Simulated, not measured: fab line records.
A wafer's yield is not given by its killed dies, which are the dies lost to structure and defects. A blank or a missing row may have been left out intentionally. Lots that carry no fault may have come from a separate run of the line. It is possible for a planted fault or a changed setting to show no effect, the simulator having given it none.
Chamber matching ; flow nand harc ; cmp-01 running NHARC_A_STAIRCASE_CMP_472: 4 sister chambers
The step polishes SiO2. 8 wafers are shown with their chamber, then 12 later ones without.

## EACH WAFER AND ITS CHAMBER
wafer;chamber;motor current A (A)
L090.5;2;13.9
L090.6;3;14.2
L088.2;0;11.8
L088.5;0;10.8
L088.6;1;12.7
L088.1;3;14.0
L088.3;1;12.6
L088.4;2;13.0

## WAFERS WHOSE CHAMBER IS MISSING
wafer;motor current A (A)
L091.1;13.3
L091.3;11.4
L091.6;13.2
L091.2;13.1
L091.4;13.4
L091.5;11.1
L092.1;12.6
L092.5;12.9
L092.6;13.5
L096.3;13.3
L096.5;13.2
L096.6;13.6

## EACH ONE'S CHAMBER
wafer;from the rows above;in truth
L091.1;can't be placed: 2 or 1 or 3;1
L091.3;0;0
L091.6;can't be placed: 2 or 1 or 3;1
L091.2;can't be placed: 2 or 1 or 3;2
L091.4;can't be placed: 2 or 3 or 1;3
L091.5;0;0
L092.1;can't be placed: 1 or 2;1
L092.5;can't be placed: 1 or 2 or 3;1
L092.6;can't be placed: 2 or 3 or 1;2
L096.3;can't be placed: 2 or 1 or 3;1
L096.5;can't be placed: 2 or 1 or 3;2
L096.6;can't be placed: 2 or 3 or 1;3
Placed correctly: 2 of 12. Not placeable from these rows: 10 (in 10, the candidates include the true chamber). Placed wrongly: 0.
How it was worked out, from the rows above alone: a wafer's distance from a chamber is the root of the sum, over the readings, of the square of ((its reading less the chamber's mean) divided by the reading's scatter). The wafer belongs to the nearest chamber; if the next one is less than 2 further off, it can't be placed. Each chamber's mean is taken over the wafers shown for it. The scatter: the root of (the sum of the squares of (reading less its chamber's mean) over the shown wafers, divided by (wafers less chambers)).
